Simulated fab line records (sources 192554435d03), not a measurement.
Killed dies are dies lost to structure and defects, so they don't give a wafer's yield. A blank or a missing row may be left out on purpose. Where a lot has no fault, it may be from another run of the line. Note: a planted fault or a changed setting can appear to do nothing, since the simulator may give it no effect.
2 desks looking at one fault | flow n5 finfet | each desk holds nothing but its own numbers, with what lay behind them at the end

== DESK OF THE TOOL OWNER: rie diel-05 ==
The tool's own readings at N5_HKMG_FIN_STRIP_90 (strips SOC in N2/H2, time 20 s): means of the sampled wafers that have a number, for each lot that ran on this tool. A lot is out of limits, marked OUT, if its mean lies more than 4 standard deviations from the usual mean; the brackets give that distance.
Columns: A = bias power w at N5_HKMG_FIN_STRIP_90, usual 8.001 W; B = chamber pressure mTorr at N5_HKMG_FIN_STRIP_90, usual 50.00 mTorr; C = drypump motor current A at N5_HKMG_FIN_STRIP_90, usual 5.9 A; D = oes product au at N5_HKMG_FIN_STRIP_90, usual 0.79 a.u.; E = rf vpp V at N5_HKMG_FIN_STRIP_90, usual 54.4 V; F = showerhead plenum p Torr at N5_HKMG_FIN_STRIP_90, usual 3.44 Torr; G = throttle valve pct at N5_HKMG_FIN_STRIP_90, usual 18.9 %
lot  | first seen here | A     | B     | C   | D    | E    | F    | G
L725 | day 4 02:54     | 8.004 | 49.94 | 5.6 | 0.83 | 54.1 | 3.44 | 18.8
L748 | day 9 23:20     | 8.005 | 50.03 | 5.4 | 0.81 | 54.1 | 3.32 | 18.6
This desk's finding: nothing out of limits on any of the 2 lots.

== METROLOGY DESK ==
What the gauges read, lot by lot, whatever tool the lot ran on: means of the sampled wafers that have a number. A lot is out of limits, marked OUT, if its mean lies more than 4 standard deviations from the usual mean; the brackets give that distance. It has 10 readings; the 7 that lie furthest out on some lot are the ones shown.
Columns: A = DIBL_P at N5_BEOL_M4_RC_MEAS_101, usual 36.4 mV/V; B = IOFF_N at N5_BEOL_M4_RC_MEAS_101, usual 0.156 nA/um; C = IOFF_P at N5_BEOL_M4_RC_MEAS_101, usual 0.210 nA/um; D = ION_N at N5_BEOL_M4_RC_MEAS_101, usual 675 uA/um; E = ION_P at N5_BEOL_M4_RC_MEAS_101, usual 463 uA/um; F = VT_N at N5_BEOL_M4_RC_MEAS_101, usual 250 mV; G = VT_P at N5_BEOL_M4_RC_MEAS_101, usual -250.3 mV
lot  | first seen here | A    | B     | C     | D   | E   | F   | G
L725 | day 9 06:28     | 34.9 | 0.150 | 0.227 | 674 | 462 | 253 | -249.6
L728 | day 9 12:20     | 34.7 | 0.159 | 0.185 | 677 | 457 | 248 | -251.8
L731 | day 10 13:27    | 35.3 | 0.170 | 0.229 | 683 | 470 | 249 | -248.1
L733 | day 11 01:58    | 39.0 | 0.187 | 0.238 | 683 | 465 | 244 | -247.9
L737 | day 11 17:19    | 35.6 | 0.133 | 0.189 | 665 | 459 | 253 | -253.7
L736 | day 12 00:41    | 36.3 | 0.136 | 0.205 | 660 | 459 | 256 | -249.4
L746 | day 14 05:38    | 37.4 | 0.179 | 0.219 | 681 | 465 | 247 | -250.6
L747 | day 14 15:42    | 37.2 | 0.168 | 0.233 | 677 | 470 | 248 | -249.5
L748 | day 15 06:20    | 37.6 | 0.159 | 0.224 | 671 | 467 | 250 | -249.1
This desk's finding: nothing out of limits on any of the 9 lots.

== PUT TOGETHER ==
Nothing out of limits was seen by the tool owner's desk.
Nothing out of limits was seen by the metrology desk.

== WHAT THE SIMULATOR HAD PUT IN ==
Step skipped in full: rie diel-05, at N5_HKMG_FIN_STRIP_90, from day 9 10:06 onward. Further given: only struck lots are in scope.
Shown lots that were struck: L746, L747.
